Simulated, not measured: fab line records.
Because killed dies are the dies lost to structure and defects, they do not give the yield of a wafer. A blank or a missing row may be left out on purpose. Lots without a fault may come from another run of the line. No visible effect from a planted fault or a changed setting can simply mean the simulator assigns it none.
Which tool did it? | flow n5Finfet | 33 wafers from 11 lots sampled at 2 of the route's 1938 steps

## WHAT THE GAUGES SHOWED, per wafer
N5_MIM_BOT_LITHO_INSPECT_12: inspects for defects (macro).
lot  | measured     | on               | rawDefectCount
L170 | day 12 01:29 | defectInspect-02 | 4 3 3
L175 | day 12 11:55 | defectInspect-01 | 4 4 2
L174 | day 12 17:10 | defectInspect-01 | 0 1 2
L176 | day 12 23:55 | defectInspect-01 | 6 1 5
L180 | day 14 05:56 | defectInspect-02 | 3 3 1
L185 | day 15 20:13 | defectInspect-01 | 4 1 4
L187 | day 16 09:37 | defectInspect-02 | 3 1 1
L189 | day 16 21:08 | defectInspect-02 | 1 2 1
L190 | day 16 22:40 | defectInspect-01 | 4 0 4
L192 | day 17 10:41 | defectInspect-02 | 1 2 1
L193 | day 18 08:29 | defectInspect-01 | 4 2 2

## TOOL THAT RAN EACH LOT (tool first, then ch and the chambers of the sampled wafers, then the start)
lot  | N5_MIM_TOP_SPUTTER_03
L170 | pvdSputter-01, day 12 00:02
L175 | pvdSputter-02, day 12 10:35
L174 | pvdSputter-03, day 12 15:51
L176 | pvdSputter-01, day 12 22:14
L180 | pvdSputter-03, day 14 04:31
L185 | pvdSputter-02, day 15 17:31
L187 | pvdSputter-01, day 16 08:26
L189 | pvdSputter-03, day 16 19:57
L190 | pvdSputter-01, day 16 21:07
L192 | pvdSputter-02, day 17 09:18
L193 | pvdSputter-03, day 18 07:19
- N5_MIM_TOP_SPUTTER_03: material TiN, target thk 35 nm, time 89.7 s.

## THE ANSWER, worked out from the rows above alone
Rule: what is usual is taken from the lots themselves. The widest of any qualifying gaps counts: lots, ordered by their means at a reading, are off when they make up no more than a third of the lots, leave a main group of 4 or more, and stand apart from it by 3 or more times the standard deviation of that group's means. If all means in a main group match to the digits the tables above print for the reading, that group is not used. A lot without any number at a reading at which 4 lots or more have one is off too. All remaining lots with rows at the step are treated as sound.
No lot is off on any of the readings shown, so nothing can be concluded from this.

## WHAT THE SIMULATOR HAD PUT IN
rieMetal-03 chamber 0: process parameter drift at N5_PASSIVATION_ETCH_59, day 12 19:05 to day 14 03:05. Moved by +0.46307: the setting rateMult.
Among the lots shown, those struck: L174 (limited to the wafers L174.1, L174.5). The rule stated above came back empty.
